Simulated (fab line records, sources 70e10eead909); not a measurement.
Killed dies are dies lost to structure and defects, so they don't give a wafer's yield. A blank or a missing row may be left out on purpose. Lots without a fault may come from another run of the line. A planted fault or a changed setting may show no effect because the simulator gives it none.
Problem report in the 8D (eight disciplines) form, filled by code | flow nand_harc | the parts of the form that need people (team, actions taken, sign-off) are left out

1. THE PROBLEM
run_length_s at NHARC_A_WL_FILL_ETCHBACK_04 reads a mean of 132.2 s on 4 wafers of 3 lots; wafers without a fault read 141.3 s with a standard deviation of 0.33. That is -27 standard deviations from the usual mean.
The step: etches the open film in NF3, target depth 60 nm, time 120 s.
First seen on wafer L431.1, day 23 06:15, on rie_metal-03. The record holds 37 wafers of 13 lots with a number at this step. Rule for "out", or "out of limits": more than 4 standard deviations from the usual mean. The other wafers with a number count as sound.

2. WHAT IT IS AND WHAT IT IS NOT
question                    | is                             | is not
which readings at this step | run_length_s                   | drypump_motor_current_A
which lots                  | L430, L431, L432               | L424, L425, L426, L429, L437, L439, L440, L442, L444, L445
which wafers of those lots  | L430.1, L430.6, L431.1, L432.1 | L431.4, L431.5, L432.5
read on which tools         | rie_metal-03                   | rie_metal-01, rie_metal-02
when                        | from day 23 06:15              | up to then (14 sound wafers); but 19 sound wafers of L432, L437, L439, L440, L442, L444, L445 came after

3. SUSPECTS, AND WHAT RULES EACH OUT
Counting: a tool at a process step up to the reading stays a suspect if it ran every lot that is out. Sound lots after the first of them don't rule it out here, since some wafers of a struck lot are sound.
- rie_metal-03 at NHARC_A_WL_FILL_ETCHBACK_04 (etches the open film in NF3, target depth 60 nm, time 120 s): kept. It ran every lot that is out, first L431 (day 23 06:15); its last sound lot up to then is L429 (day 22 09:43). Its own readings are out on those wafers: run_length_s.
Left after counting: rie_metal-03 at NHARC_A_WL_FILL_ETCHBACK_04.

4. THE CAUSE (what the simulator had put in)
Process parameter drift: rie_metal-03, from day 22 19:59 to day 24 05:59, at NHARC_A_WL_FILL_ETCHBACK_04. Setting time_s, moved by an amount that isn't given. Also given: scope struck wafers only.
Counting left only this tool.

5. THE CHAIN OF EFFECTS, in route order
Each row: a reading whose mean over the struck wafers that have a number lies more than 3 standard deviations from the usual. Only readings for which the record gives a usual standard deviation are gone through. hours: the time from each lot's start at the first step in this table that gives one to its start at this step, as a median over the lots. sigmas: the change in usual standard deviations.
hours | step                        | reading      | usual   | on struck wafers | change | sigmas
0     | NHARC_A_WL_FILL_ETCHBACK_04 | run_length_s | 141.3 s | 132.2            | -9.1   | -27
The process steps in it:
- NHARC_A_WL_FILL_ETCHBACK_04: etches the open film in NF3, target depth 60 nm, time 120 s.

6. WHAT WOULD HAVE CAUGHT IT SOONER
In this record the first reading out of limits was taken at day 23 06:15, 10 hours after the fault began at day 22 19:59.
